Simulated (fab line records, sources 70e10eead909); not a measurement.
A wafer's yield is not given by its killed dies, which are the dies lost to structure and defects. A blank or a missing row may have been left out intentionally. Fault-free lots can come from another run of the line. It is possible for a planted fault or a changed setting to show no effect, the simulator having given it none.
Chamber matching ; flow nand-harc ; NHARC_A_CHANNEL_FILL_D2_ETCHBACK_20 on rie-diel-05 has 4 sister chambers
The step etches the open film in C4F8/O2/Ar, target depth 27 nm, time 13.5 s. 4 wafers are shown with their chamber, then 9 later ones without.

WAFERS PAIRED WITH THEIR CHAMBERS
wafer;chamber;rf-vpp-V (V)
L082.4;1;981
L083.4;2;986
L090.1;3;976
L090.6;0;985

WAFERS WITHOUT THEIR CHAMBER
wafer;rf-vpp-V (V)
L094.2;984
L094.3;976
L094.5;983
L096.2;977
L096.4;988
L096.5;984
L097.1;985
L097.3;976
L097.4;985

WHICH CHAMBER EACH ONE RAN IN
wafer;from the rows above;in truth
L094.2;can't be placed: 0 or 2 or 1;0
L094.3;3;3
L094.5;can't be placed: 0 or 1 or 2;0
L096.2;3;3
L096.4;can't be placed: 2 or 0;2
L096.5;can't be placed: 0 or 2 or 1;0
L097.1;can't be placed: 0 or 2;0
L097.3;3;3
L097.4;can't be placed: 0 or 2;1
Correctly placed: 3 of 9. Cannot be placed on the basis of these rows: 6; the candidates contain the true chamber in 5. Number placed wrongly: 0.
How it was worked out, from the rows above alone: a wafer's distance from a chamber is the root of the sum, over the readings, of the square of ((its reading less the chamber's mean) divided by the reading's scatter). If the next closest chamber is less than 2 further off than the closest, the wafer can't be placed; otherwise it belongs to the closest. For every chamber, the mean is computed from those of its wafers that are shown. The scatter (one wafer shown for each chamber): square how far every hidden wafer sits from the nearest shown wafer, average those squares and take the square root.
